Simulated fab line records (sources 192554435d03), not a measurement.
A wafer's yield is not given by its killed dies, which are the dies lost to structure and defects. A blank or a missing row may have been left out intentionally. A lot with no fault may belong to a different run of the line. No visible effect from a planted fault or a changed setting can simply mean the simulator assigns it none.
Matching of chambers    flow n5-finfet    N5_BEOL_M5_DEP_56 on pecvd-04: 3 sister chambers
The step deposits SiCN from 3MS/NH3, target thk 8 nm, time 14 s. 3 wafers are shown with their chamber, then 8 later ones without.

WAFERS, EACH WITH ITS CHAMBER
wafer   chamber  showerhead-plenum-p-Torr (Torr)
L090.1  0        3.669
L090.3  1        3.649
L090.4  2        3.645

WAFERS WITH NO CHAMBER GIVEN
wafer   showerhead-plenum-p-Torr (Torr)
L090.5  3.651
L090.6  3.665
L091.2  3.651
L091.3  3.668
L091.5  3.668
L094.3  3.664
L094.4  3.645
L094.6  3.669

WHICH CHAMBER EACH WENT THROUGH
wafer   from the rows above      in truth
L090.5  can't be placed: 1 or 2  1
L090.6  0                        0
L091.2  can't be placed: 1 or 2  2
L091.3  0                        0
L091.5  0                        0
L094.3  0                        0
L094.4  can't be placed: 2 or 1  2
L094.6  0                        0
Placed correctly: 5 of 8. Can't be placed from these rows: 3 (the true chamber is among the candidates in 3). Placed wrongly: 0.
How it was worked out, from the rows above alone: a wafer's distance from a chamber is the root of the sum, over the readings, of the square of ((its reading less the chamber's mean) divided by the reading's scatter). The wafer belongs to the nearest chamber; if the next one is less than 2 further off, it can't be placed. A chamber's mean is the mean of its shown wafers. The scatter: with one shown wafer a chamber, the root of the mean of the squares of how far each hidden wafer lies from its nearest shown one.
